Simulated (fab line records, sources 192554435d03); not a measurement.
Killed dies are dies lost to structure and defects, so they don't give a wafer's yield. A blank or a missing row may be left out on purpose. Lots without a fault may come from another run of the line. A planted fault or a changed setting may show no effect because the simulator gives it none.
Chamber matching | flow n5_finfet | N5_BEOL_M1_DEP_57 on pecvd-03: 3 sister chambers
The step deposits SiCN from 3MS/NH3, target thk 8 nm, time 14 s. 3 wafers are shown with their chamber, then 8 later ones without.

WAFERS WITH THEIR CHAMBER
wafer  | chamber | showerhead_plenum_p_Torr (Torr)
L093.1 | 0       | 3.668
L093.5 | 1       | 3.670
L091.2 | 2       | 3.669

WAFERS WITHOUT THEIR CHAMBER
wafer  | showerhead_plenum_p_Torr (Torr)
L091.4 | 3.677
L091.6 | 3.682
L095.2 | 3.686
L095.3 | 3.662
L095.4 | 3.679
L092.4 | 3.675
L092.5 | 3.663
L092.6 | 3.665

WHICH CHAMBER EACH WENT THROUGH
wafer  | from the rows above          | in truth
L091.4 | can't be placed: 1 or 2 or 0 | 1
L091.6 | can't be placed: 1 or 2 or 0 | 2
L095.2 | can't be placed: 1 or 2 or 0 | 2
L095.3 | can't be placed: 0 or 2 or 1 | 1
L095.4 | can't be placed: 1 or 2 or 0 | 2
L092.4 | can't be placed: 1 or 2 or 0 | 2
L092.5 | can't be placed: 0 or 2 or 1 | 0
L092.6 | can't be placed: 0 or 2 or 1 | 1
Placed correctly: 0 of 8. Can't be placed from these rows: 8 (the true chamber is among the candidates in 8). Placed wrongly: 0.
How it was worked out, from the rows above alone: a wafer's distance from a chamber is the root of the sum, over the readings, of the square of ((its reading less the chamber's mean) divided by the reading's scatter). The wafer belongs to the nearest chamber; if the next one is less than 2 further off, it can't be placed. A chamber's mean is the mean of its shown wafers. The scatter: with one shown wafer a chamber, the root of the mean of the squares of how far each hidden wafer lies from its nearest shown one.
